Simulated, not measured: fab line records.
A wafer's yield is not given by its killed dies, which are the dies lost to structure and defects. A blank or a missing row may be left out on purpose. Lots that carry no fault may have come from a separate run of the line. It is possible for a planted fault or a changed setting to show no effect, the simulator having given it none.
Chamber matching -- flow nandHarc -- rieDiel-05 running NHARC_A_BONDPAD_ETCH_34: 4 sister chambers
The step etches the open film in N2/H2, target depth 60 nm, overetch 18 nm, time 65.91 s. 8 wafers are shown with their chamber, then 7 later ones without.

== WAFERS PAIRED WITH THEIR CHAMBERS ==
wafer,chamber,drypumpMotorCurrentA (A),rfVppV (V)
L545.1,2,5.77,425.6
L549.3,3,5.32,429.6
L550.6,0,5.69,431.1
L552.1,3,5.36,429.7
L552.3,1,5.41,425.8
L552.5,1,5.41,425.5
L560.2,2,5.75,425.8
L560.4,0,5.72,432.4

== WAFERS MISSING THEIR CHAMBER ==
wafer,drypumpMotorCurrentA (A),rfVppV (V)
L560.5,5.33,428.7
L559.2,5.36,429.9
L559.3,5.39,427.6
L559.6,5.39,426.2
L557.4,5.70,430.5
L557.5,5.76,432.2
L557.6,5.35,430.7

== WHICH CHAMBER EACH ONE RAN IN ==
wafer,from the rows above,in truth
L560.5,3,3
L559.2,3,3
L559.3,can't be placed: 1 or 3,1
L559.6,1,1
L557.4,0,0
L557.5,0,0
L557.6,3,3
Correctly placed: 6 of 7. Unplaceable from these rows: 1, with the true chamber sitting among the candidates in 1. Number placed wrongly: 0.
How it was worked out, from the rows above alone: a wafer's distance from a chamber is the root of the sum, over the readings, of the square of ((its reading less the chamber's mean) divided by the reading's scatter). If the next closest chamber is less than 2 further off than the closest, the wafer can't be placed; otherwise it belongs to the closest. Each chamber's mean is taken over the wafers shown for it. The scatter: the root of (the sum of the squares of (reading less its chamber's mean) over the shown wafers, divided by (wafers less chambers)).
